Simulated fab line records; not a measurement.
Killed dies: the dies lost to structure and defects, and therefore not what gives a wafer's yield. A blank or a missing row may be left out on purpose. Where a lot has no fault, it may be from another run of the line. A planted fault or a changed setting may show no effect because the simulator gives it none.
Matching of chambers ; flow n5_finfet ; N5_SDB_STRIP_21 on rie_diel-06: 4 sister chambers
The step strips in CF4. 4 wafers are shown with their chamber, then 9 later ones without.

WAFERS WITH THEIR CHAMBER
wafer;chamber;showerhead_plenum_p_Torr (Torr)
L081.6;3;1.77
L083.6;1;1.81
L084.5;2;1.82
L084.6;0;1.69

WAFERS WITH NO CHAMBER GIVEN
wafer;showerhead_plenum_p_Torr (Torr)
L091.1;1.81
L091.2;1.77
L091.5;1.90
L092.1;1.81
L092.2;1.82
L092.3;1.77
L093.1;1.76
L093.4;1.81
L093.5;1.82

THE CHAMBER EACH PASSED THROUGH
wafer;from the rows above;in truth
L091.1;can't be placed: 1 or 2 or 3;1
L091.2;can't be placed: 3 or 1 or 2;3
L091.5;can't be placed: 2 or 1 or 3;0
L092.1;can't be placed: 1 or 2 or 3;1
L092.2;can't be placed: 2 or 1 or 3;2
L092.3;can't be placed: 3 or 1 or 2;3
L093.1;can't be placed: 3 or 1 or 2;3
L093.4;can't be placed: 1 or 2 or 3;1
L093.5;can't be placed: 2 or 1 or 3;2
Correct placement for 0 of the 9. Unplaceable from these rows: 9, with the true chamber sitting among the candidates in 8. Placed wrongly: 0.
How it was worked out, from the rows above alone: a wafer's distance from a chamber is the root of the sum, over the readings, of the square of ((its reading less the chamber's mean) divided by the reading's scatter). The wafer belongs to the nearest chamber; if the next one is less than 2 further off, it can't be placed. For every chamber, the mean is computed from those of its wafers that are shown. The scatter (one wafer shown for each chamber): square how far every hidden wafer sits from the nearest shown wafer, average those squares and take the square root.
